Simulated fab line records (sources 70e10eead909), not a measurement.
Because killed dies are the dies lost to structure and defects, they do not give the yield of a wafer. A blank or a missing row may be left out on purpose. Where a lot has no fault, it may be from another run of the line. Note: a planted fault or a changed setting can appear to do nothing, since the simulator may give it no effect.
Matching of chambers | flow nand harc | NHARC_A_STAIRCASE_DEP_325 on pecvd-02 has 3 sister chambers
The step deposits SiO2, target thk 3800 nm. 3 wafers are shown with their chamber, then 7 later ones without.

## WAFERS WITH THEIR CHAMBER
wafer  | chamber | heater power outer w (W)
L090.4 | 0       | 445
L092.1 | 2       | 366
L092.3 | 1       | 478

## WAFERS WHOSE CHAMBER IS MISSING
wafer  | heater power outer w (W)
L092.5 | 444
L096.1 | 328
L096.3 | 484
L096.4 | 370
L097.3 | 332
L097.4 | 430
L097.6 | 382

## WHICH CHAMBER EACH WENT THROUGH
wafer  | from the rows above     | in truth
L092.5 | can't be placed: 0 or 1 | 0
L096.1 | 2                       | 2
L096.3 | can't be placed: 1 or 0 | 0
L096.4 | 2                       | 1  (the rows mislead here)
L097.3 | 2                       | 2
L097.4 | can't be placed: 0 or 1 | 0
L097.6 | 2                       | 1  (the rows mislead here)
Correct placement for 2 of the 7. Cannot be placed on the basis of these rows: 3; the candidates contain the true chamber in 3. 2 placed wrongly.
How it was worked out, from the rows above alone: a wafer's distance from a chamber is the root of the sum, over the readings, of the square of ((its reading less the chamber's mean) divided by the reading's scatter). The wafer belongs to the nearest chamber; if the next one is less than 2 further off, it can't be placed. A chamber's mean is the mean of its shown wafers. The scatter (one wafer shown for each chamber): square how far every hidden wafer sits from the nearest shown wafer, average those squares and take the square root.
